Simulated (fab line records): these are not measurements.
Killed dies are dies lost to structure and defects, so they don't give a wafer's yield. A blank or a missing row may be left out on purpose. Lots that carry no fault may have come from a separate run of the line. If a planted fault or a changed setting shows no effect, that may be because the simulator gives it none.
Struck lot and sound lot, side by side :: flow n5 finfet :: 23 out of 1938 route steps
Sound: the wafers L578.1, L578.3, L578.4. Struck: wafer L583.5 (L583.2, L583.3, from the same lot, were not struck and are left out); the cause is given at the end.
Each step with rows lists, per side, the tool, then ch with its chambers, then its first start. Under that, the readings that differ: sound wafers :: struck wafers :: difference of the means :: sigmas: that difference in standard deviations of wafers without a fault.
alike: same words and numbers on both sides, and readings whose means sit less than 2 such deviations apart. not compared: any withheld reading, any reading some wafer has no value for, any bound like >300 that may hide the same value, and any number with overlapping values for which the record gives no deviation.
Wherever a step has rows on one side only, a row that says differs or no value, or a row with sigmas, the two part there. Non-overlapping numbers with no deviation appear without sigmas and do not part them. A reading missing from all wafers of one side parts the sides only when that side holds two or more wafers.

first, 9 steps without rows for these wafers: N5_BEOL_M6_ILD_DEP_00 (deposits SiCOH lowk from DEMS/porogen, target thk 179.75 nm, time 33.4 s); N5_BEOL_M6_CURE_74 (cures SiCOH lowk, time 240 s); N5_BEOL_M6_PECVD_70 (deposits SiO2 from TEOS/O2, target thk 20 nm, time 22.7 s); N5_BEOL_M6_HM_DEP_02 (deposits TiN, target thk 20 nm); N5_BEOL_M6_COAT_59 (time 60 s, resist thk 100 nm); N5_BEOL_M6_COAT_60 (time 60 s, resist thk 35 nm); N5_BEOL_M6_COAT_05 (resist thk 90 nm); N5_BEOL_M6_EBR_07; N5_BEOL_M6_SOFTBAKE_06 (time 60 s).
N5_BEOL_M6_EXPOSE_08: exposes mask M6.
  sound on arfi scanner-03 ch 0, day 10 09:43; struck on arfi scanner-03 ch 0, day 10 23:32
  alike: mask
then, 2 steps without rows for these wafers: N5_BEOL_M6_PEB_09 (peb time 60 s); N5_BEOL_M6_DEVELOP_10 (develop time 30 s).
N5_BEOL_M6_CD_MEAS_11 targets a cd of 38.5 nm.
  sound on cd sem-02 ch 0, day 10 09:51; struck on cd sem-02 ch 0, day 10 23:39
reading: cd nm (nm)
sound: 38.2 38.8 38.0
struck: 35.4
difference: -2.9
sigmas: -5
then, 2 steps without rows for these wafers: N5_BEOL_M6_DESCUM_16 (chemistry O2, time 7.9 s); N5_BEOL_M6_ETCH_61 (etches SiARC in CF4, target depth 45.5 nm, time 75.8 s).
N5_BEOL_M6_ETCH_62: etches SOC in N2/H2, target depth 110 nm, overetch 22 nm, time 165 s.
  sound on rie diel-03 ch 0,2,3, day 10 10:02; struck on rie diel-02 ch 3, day 10 23:50
reading: model.BEOL_M6.cd offset nm (nm)
sound: -0.6 0 -0.4
struck: -2.2
difference: -1.9
sigmas: 
  alike: chamber pressure mTorr, drypump motor current A, oes product au, rf vpp V, showerhead plenum p Torr, temp c, throttle valve pct
  not compared: rf hours counter h
then, 4 steps without rows for these wafers: N5_BEOL_M6_STRIP_68 (strips in N2/H2); N5_BEOL_M6_STRIP_67 (strips in CF4); N5_BEOL_M6_HM_OPEN_17 (chemistry Cl2/BCl3, target TiN, target depth 20 nm, overetch 6 nm); N5_BEOL_M6_STRIP_19 (strips in O2).
N5_BEOL_M6_CD_MEAS_18: pitch 80 nm, target cd 40 nm.
  struck on cd sem-02, day 11 00:13; sound on cd sem-01, day 10 10:34
reading: cd nm (nm)
sound: 39.5 39.9 40.1
struck: 37.7
difference: -2.1
sigmas: -3
then, 1 step without rows for these wafers: N5_BEOL_M6_COAT_63 (time 60 s, resist thk 60 nm).
-- the record jumps here: 4 days lie between the struck wafers' starts before and after (it left off in module BEOL_M6 and takes up again in module PASSIVATION, whose first step shown is number 1936 of the route) --
N5_PASSIVATION_PROBE_49:
  the record has rows for the struck wafers here (prober-01, day 14 21:30) and none for the sound ones

WHERE THEY PART
First at N5_BEOL_M6_CD_MEAS_11; last, within this record, at N5_PASSIVATION_PROBE_49.

WHY: what the simulator had put in
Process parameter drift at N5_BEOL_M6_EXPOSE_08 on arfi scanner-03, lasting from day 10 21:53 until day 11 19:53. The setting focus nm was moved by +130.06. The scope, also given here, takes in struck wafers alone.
